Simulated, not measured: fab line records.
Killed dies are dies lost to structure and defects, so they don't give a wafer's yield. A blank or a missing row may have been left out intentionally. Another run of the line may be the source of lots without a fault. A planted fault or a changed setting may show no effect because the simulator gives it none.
Matching of chambers + flow n5_finfet + 4 sister chambers for N5_MOL_CONTACT_COAG_STRIP_98 on rie_diel-01
The step strips in N2/H2. 4 wafers are shown with their chamber, then 11 later ones without.

== WAFERS WITH THEIR CHAMBER ==
| wafer  | chamber | showerhead_plenum_p_Torr (Torr) |
|--------|---------|---------------------------------|
| L087.2 | 0       | 3.22                            |
| L088.2 | 3       | 3.07                            |
| L090.6 | 2       | 3.46                            |
| L092.1 | 1       | 3.30                            |

== WAFERS WHOSE CHAMBER IS MISSING ==
| wafer  | showerhead_plenum_p_Torr (Torr) |
|--------|---------------------------------|
| L092.2 | 3.22                            |
| L092.4 | 3.07                            |
| L093.2 | 3.21                            |
| L093.4 | 3.07                            |
| L093.6 | 3.29                            |
| L094.1 | 3.21                            |
| L094.3 | 3.46                            |
| L094.4 | 3.07                            |
| L097.1 | 3.07                            |
| L097.5 | 3.07                            |
| L097.6 | 3.45                            |

== CHAMBER TAKEN BY EACH ==
| wafer  | from the rows above | in truth |
|--------|---------------------|----------|
| L092.2 | 0                   | 0        |
| L092.4 | 3                   | 3        |
| L093.2 | 0                   | 0        |
| L093.4 | 3                   | 3        |
| L093.6 | 1                   | 1        |
| L094.1 | 0                   | 0        |
| L094.3 | 2                   | 2        |
| L094.4 | 3                   | 3        |
| L097.1 | 3                   | 3        |
| L097.5 | 3                   | 3        |
| L097.6 | 2                   | 2        |
Placed correctly: 11 of 11. Left unplaced by these rows: 0. 0 placed wrongly.
How it was worked out, from the rows above alone: a wafer's distance from a chamber is the root of the sum, over the readings, of the square of ((its reading less the chamber's mean) divided by the reading's scatter). The wafer belongs to the nearest chamber; if the next one is less than 2 further off, it can't be placed. A chamber's mean is the mean of its shown wafers. The scatter: root of mean squared gap, hidden wafer to nearest shown wafer, with one shown wafer a chamber.
